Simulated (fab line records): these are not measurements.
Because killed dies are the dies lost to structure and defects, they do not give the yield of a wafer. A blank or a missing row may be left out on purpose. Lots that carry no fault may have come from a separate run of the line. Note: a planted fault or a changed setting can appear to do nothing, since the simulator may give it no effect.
Split-lot study ; flow n5-finfet ; 21 wafers read from 7 lots, route of 1938 steps

THE SPLIT
At N5_BEOL_M2_ETCH_69 (etches SiARC in CF4, target depth 15.6 nm, time 26 s), the setting bias-w was moved away from the recipe's 36 W on 6 of the 21 wafers read, by -16.8% to +14.5%. The other wafers ran this setting at the recipe's value.

The reading is taken at the split's own step.

THE READING
rf-vpp-V, in V, at N5_BEOL_M2_ETCH_69 (etches SiARC in CF4, target depth 15.6 nm, time 26 s). A value of 184.5 V with a standard deviation of 1.4 V is what fault-free wafers of this fab line usually give.

wafer;tool, chamber at the split;bias-w as run, W;against the recipe;rf-vpp-V, V;against lot-mates on the recipe
L078.2;rie-diel-05, 1;41.22;+14.5%;198.8;+14.5
L078.3;rie-diel-05, 0;41.22;+14.5%;201.0;+16.7
L078.4;rie-diel-05, 3;36;recipe;184.3;-
L082.1;rie-diel-02, 2;36;recipe;184.5;-
L082.4;rie-diel-02, 3;36;recipe;184.2;-
L082.5;rie-diel-02, 2;36;recipe;183.2;-
L085.3;rie-diel-05, 1;36;recipe;183.1;-
L085.5;rie-diel-05, 2;36;recipe;186.0;-
L085.6;rie-diel-05, 3;36;recipe;185.2;-
L086.1;rie-diel-05, 2;29.96;-16.8%;164.1;-20.1
L086.3;rie-diel-05, 3;36;recipe;184.8;-
L086.4;rie-diel-05, 1;36;recipe;183.6;-
L094.2;rie-diel-04, 1;36;recipe;182.7;-
L094.4;rie-diel-04, 2;39.19;+8.9%;195.7;+13.1
L094.5;rie-diel-04, 2;36;recipe;182.4;-
L095.1;rie-diel-04, 3;36;recipe;183.9;-
L095.3;rie-diel-04, 2;36;recipe;183.3;-
L095.6;rie-diel-04, 1;36;recipe;182.6;-
L096.3;rie-diel-04, 0;38.48;+6.9%;193.9;+9.6
L096.5;rie-diel-04, 0;38.48;+6.9%;195.1;+10.8
L096.6;rie-diel-04, 3;36;recipe;184.3;-

THE FIT
A straight line over all 21 wafers: rf-vpp-V changes by +1.19 V for each +1% of bias-w; r = +0.99; the points scatter about the line by 1.3 V.
The same after taking each lot's own level away (the mean of its wafers on the recipe; 21 wafers): +1.19 V for each +1%; r = +0.99; scatter 1.3 V.
The reading moves by 20 V for the largest change in bias-w, on that fit.
The lots' own levels span 182.55 to 184.77 V, that is 1.6 times the standard deviation above.
The two slopes agree, so the slope changes little with the lot-to-lot level.
Check: for one of the wafers moved furthest among these (-16.8%), held out of the fit, the line's prediction against its lot-mates is -19.6 V. Against them it came out at -20.1 V.
Tool readings at the split's step, against how far the setting was moved: etch-rf-on-time-s r = -0.87; rf-vpp-V r = +0.99.

THE OTHER SPLITS THESE WAFERS WENT THROUGH
These wafers also went through other splits before the reading. Each is held against what the fit with the lots' levels taken away leaves over:
other split on the same wafers;wafers away from the commonest value;r with rf-vpp-V (lot level and that fit taken away)
N5_BEOL_M1_ETCH_64 bias-w;3;+0.22
N5_BEOL_M2_COAT_76 spin-rpm;4;+0.06

THE WHOLE CHAIN: every reading that the file lists as answering this split, in the file's order
step;what it does;reading;change (the file's fit);r (the file's)
N5_BEOL_M2_ETCH_69;etches SiARC in CF4, target depth 15.6 nm, time 26 s;etch-rf-on-time-s;withheld for each +1% of the setting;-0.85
N5_BEOL_M2_ETCH_69;etches SiARC in CF4, target depth 15.6 nm, time 26 s;rf-vpp-V;+1.21 V for each +1% of the setting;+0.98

FILE'S OWN FIT
rf-vpp-V changes by +1.21 V for each +1% of bias-w, r = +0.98.
